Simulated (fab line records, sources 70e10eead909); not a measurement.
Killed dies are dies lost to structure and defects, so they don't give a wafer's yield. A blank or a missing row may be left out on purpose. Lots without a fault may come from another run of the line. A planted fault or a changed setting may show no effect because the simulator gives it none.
Problem report in the 8D (eight disciplines) form, filled by code | flow nand_harc | the parts of the form that need people (team, actions taken, sign-off) are left out

1. THE PROBLEM
exposure_dose_mJ_cm2 at NHARC_A_STAIRCASE_EXPOSE_307 reads a mean of 52.70 on 6 wafers of 2 lots; wafers without a fault read 45.70 with a standard deviation of 0.053. That is +99 or more standard deviations from the usual mean.
The step: exposes mask CHOP 50.
First seen on wafer L731.2, day 21 23:36, on krf_scanner-01. The record holds 36 wafers of 12 lots with a number at this step. Rule for "out", or "out of limits": more than 4 standard deviations from the usual mean. The other wafers with a number count as sound.

2. WHAT IT IS AND WHAT IT IS NOT
question                    | is                     | is not
which readings at this step | exposure_dose_mJ_cm2   | -
which lots                  | L731, L732             | L719, L721, L722, L724, L734, L736, L737, L738, L739, L742
which wafers of those lots  | all that have a number | -
read on which tools         | krf_scanner-01         | krf_scanner-02, krf_scanner-03
when                        | from day 21 23:36      | up to then (12 sound wafers); but 18 sound wafers of L734, L736, L737, L738, L739, L742 came after

3. SUSPECTS, AND WHAT RULES EACH OUT
Counting: a tool at a process step up to the reading stays a suspect if it ran every lot that is out and no sound lot after the first of them.
- krf_scanner-01 at NHARC_A_STAIRCASE_EXPOSE_307 (exposes mask CHOP 50): kept. It ran every lot that is out, first L731 (day 21 23:36), and no sound lot after that; its last sound lot up to then is L724 (day 19 17:38). Its own readings are out on those wafers: exposure_dose_mJ_cm2.
Left after counting: krf_scanner-01 at NHARC_A_STAIRCASE_EXPOSE_307.

4. THE CAUSE (what the simulator had put in)
Process parameter drift: krf_scanner-01, from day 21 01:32 on, at NHARC_A_STAIRCASE_EXPOSE_307. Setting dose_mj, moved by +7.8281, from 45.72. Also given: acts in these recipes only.
Counting left only this tool.

5. THE CHAIN OF EFFECTS, in route order
Each row: a reading whose mean over the struck wafers that have a number lies more than 3 standard deviations from the usual. Only readings for which the record gives a usual standard deviation are gone through. hours: the time from each lot's start at the first step in this table that gives one to its start at this step, as a median over the lots. sigmas: the change in usual standard deviations.
hours | step                         | reading              | usual | on struck wafers | change | sigmas
0     | NHARC_A_STAIRCASE_EXPOSE_307 | exposure_dose_mJ_cm2 | 45.70 | 52.70            | +7.00  | +99 or more
The process steps in it:
- NHARC_A_STAIRCASE_EXPOSE_307: exposes mask CHOP 50.
Later measuring or inspecting steps at which every struck wafer that the step has a row for has a number for every such reading, and none has moved that far: NHARC_END_SORT_01.

6. WHAT WOULD HAVE CAUGHT IT SOONER
In this record the first reading out of limits was taken at day 21 23:36, 22 hours after the fault began at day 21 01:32.
